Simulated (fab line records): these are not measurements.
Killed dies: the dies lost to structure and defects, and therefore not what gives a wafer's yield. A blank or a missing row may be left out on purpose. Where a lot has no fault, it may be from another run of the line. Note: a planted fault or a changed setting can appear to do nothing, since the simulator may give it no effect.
Matching of chambers :: flow n5-finfet :: rie-diel-06 running N5_FIN_CUT_STRIP_24: 4 sister chambers
The step strips in CF4. 22 wafers are shown with their chamber, then 11 later ones without.

EACH WAFER AND ITS CHAMBER
wafer: L074.1
chamber: 1
drypump-motor-current-A (A): 5.2
throttle-valve-pct (%): 13.38
oes-product-au (a.u.): 0.86

wafer: L074.4
chamber: 3
drypump-motor-current-A (A): 5.8
throttle-valve-pct (%): 13.55
oes-product-au (a.u.): 0.83

wafer: L074.6
chamber: 3
drypump-motor-current-A (A): 5.8
throttle-valve-pct (%): 13.55
oes-product-au (a.u.): 0.83

wafer: L076.2
chamber: 2
drypump-motor-current-A (A): 6.6
throttle-valve-pct (%): 13.80
oes-product-au (a.u.): 0.71

wafer: L076.3
chamber: 0
drypump-motor-current-A (A): 6.2
throttle-valve-pct (%): 13.44
oes-product-au (a.u.): 0.73

wafer: L076.5
chamber: 3
drypump-motor-current-A (A): 5.8
throttle-valve-pct (%): 13.56
oes-product-au (a.u.): 0.83

wafer: L077.1
chamber: 0
drypump-motor-current-A (A): 6.2
throttle-valve-pct (%): 13.43
oes-product-au (a.u.): 0.72

wafer: L077.4
chamber: 2
drypump-motor-current-A (A): 6.6
throttle-valve-pct (%): 13.80
oes-product-au (a.u.): 0.71

wafer: L077.5
chamber: 0
drypump-motor-current-A (A): 6.2
throttle-valve-pct (%): 13.42
oes-product-au (a.u.): 0.72

wafer: L078.1
chamber: 1
drypump-motor-current-A (A): 5.2
throttle-valve-pct (%): 13.40
oes-product-au (a.u.): 0.84

wafer: L078.4
chamber: 3
drypump-motor-current-A (A): 5.8
throttle-valve-pct (%): 13.55
oes-product-au (a.u.): 0.83

wafer: L078.6
chamber: 0
drypump-motor-current-A (A): 6.2
throttle-valve-pct (%): 13.42
oes-product-au (a.u.): 0.72

wafer: L079.4
chamber: 3
drypump-motor-current-A (A): 5.8
throttle-valve-pct (%): 13.56
oes-product-au (a.u.): 0.83

wafer: L079.5
chamber: 0
drypump-motor-current-A (A): 6.2
throttle-valve-pct (%): 13.44
oes-product-au (a.u.): 0.72

wafer: L079.6
chamber: 1
drypump-motor-current-A (A): 5.2
throttle-valve-pct (%): 13.39
oes-product-au (a.u.): 0.84

wafer: L086.1
chamber: 2
drypump-motor-current-A (A): 6.6
throttle-valve-pct (%): 13.85
oes-product-au (a.u.): 0.71

wafer: L086.4
chamber: 0
drypump-motor-current-A (A): 6.2
throttle-valve-pct (%): 13.46
oes-product-au (a.u.): 0.72

wafer: L086.5
chamber: 2
drypump-motor-current-A (A): 6.5
throttle-valve-pct (%): 13.82
oes-product-au (a.u.): 0.70

wafer: L087.4
chamber: 3
drypump-motor-current-A (A): 5.8
throttle-valve-pct (%): 13.61
oes-product-au (a.u.): 0.81

wafer: L087.5
chamber: 1
drypump-motor-current-A (A): 5.2
throttle-valve-pct (%): 13.42
oes-product-au (a.u.): 0.83

wafer: L087.6
chamber: 0
drypump-motor-current-A (A): 6.2
throttle-valve-pct (%): 13.46
oes-product-au (a.u.): 0.70

wafer: L092.2
chamber: 3
drypump-motor-current-A (A): 5.8
throttle-valve-pct (%): 13.60
oes-product-au (a.u.): 0.81

SIGNATURES (averages over the wafers above)
reading: drypump-motor-current-A
chamber 0: 6.200
chamber 1: 5.200
chamber 2: 6.575
chamber 3: 5.800
scatter within a chamber: 0.0204

reading: throttle-valve-pct
chamber 0: 13.4386
chamber 1: 13.3975
chamber 2: 13.8175
chamber 3: 13.5686
scatter within a chamber: 0.0212

reading: oes-product-au
chamber 0: 0.7186
chamber 1: 0.8425
chamber 2: 0.7075
chamber 3: 0.8243
scatter within a chamber: 0.00945
Rule: a wafer lies at a distance from a chamber equal to the root of the sum of squares, over the readings, of (its reading less the chamber's mean, divided by the reading's scatter). The wafer belongs to the nearest chamber; if the next one is less than 2 further off, it can't be placed. How the scatter is found: for the shown wafers, subtract from each reading the mean of its chamber, square and add these, divide the total by (wafers less chambers), then take the root.

WAFERS WITH NO CHAMBER GIVEN
wafer: L092.4
drypump-motor-current-A (A): 5.2
throttle-valve-pct (%): 13.44
oes-product-au (a.u.): 0.81

wafer: L092.5
drypump-motor-current-A (A): 6.2
throttle-valve-pct (%): 13.49
oes-product-au (a.u.): 0.71

wafer: L094.2
drypump-motor-current-A (A): 6.6
throttle-valve-pct (%): 13.85
oes-product-au (a.u.): 0.70

wafer: L094.4
drypump-motor-current-A (A): 6.2
throttle-valve-pct (%): 13.49
oes-product-au (a.u.): 0.70

wafer: L094.5
drypump-motor-current-A (A): 5.8
throttle-valve-pct (%): 13.63
oes-product-au (a.u.): 0.81

wafer: L095.1
drypump-motor-current-A (A): 6.2
throttle-valve-pct (%): 13.49
oes-product-au (a.u.): 0.70

wafer: L095.3
drypump-motor-current-A (A): 5.2
throttle-valve-pct (%): 13.45
oes-product-au (a.u.): 0.82

wafer: L095.6
drypump-motor-current-A (A): 5.3
throttle-valve-pct (%): 13.46
oes-product-au (a.u.): 0.81

wafer: L096.2
drypump-motor-current-A (A): 6.5
throttle-valve-pct (%): 13.85
oes-product-au (a.u.): 0.70

wafer: L096.4
drypump-motor-current-A (A): 5.2
throttle-valve-pct (%): 13.46
oes-product-au (a.u.): 0.81

wafer: L096.6
drypump-motor-current-A (A): 6.5
throttle-valve-pct (%): 13.87
oes-product-au (a.u.): 0.69

WHICH CHAMBER EACH ONE RAN IN
wafer: L092.4
from the rows above: 1
in truth: 1

wafer: L092.5
from the rows above: 0
in truth: 0

wafer: L094.2
from the rows above: 2
in truth: 2

wafer: L094.4
from the rows above: 0
in truth: 0

wafer: L094.5
from the rows above: 3
in truth: 3

wafer: L095.1
from the rows above: 0
in truth: 0

wafer: L095.3
from the rows above: 1
in truth: 1

wafer: L095.6
from the rows above: 1
in truth: 1

wafer: L096.2
from the rows above: 2
in truth: 2

wafer: L096.4
from the rows above: 1
in truth: 1

wafer: L096.6
from the rows above: 2
in truth: 2
Correct placement for 11 of the 11. Left unplaced by these rows: 0. 0 placed wrongly.
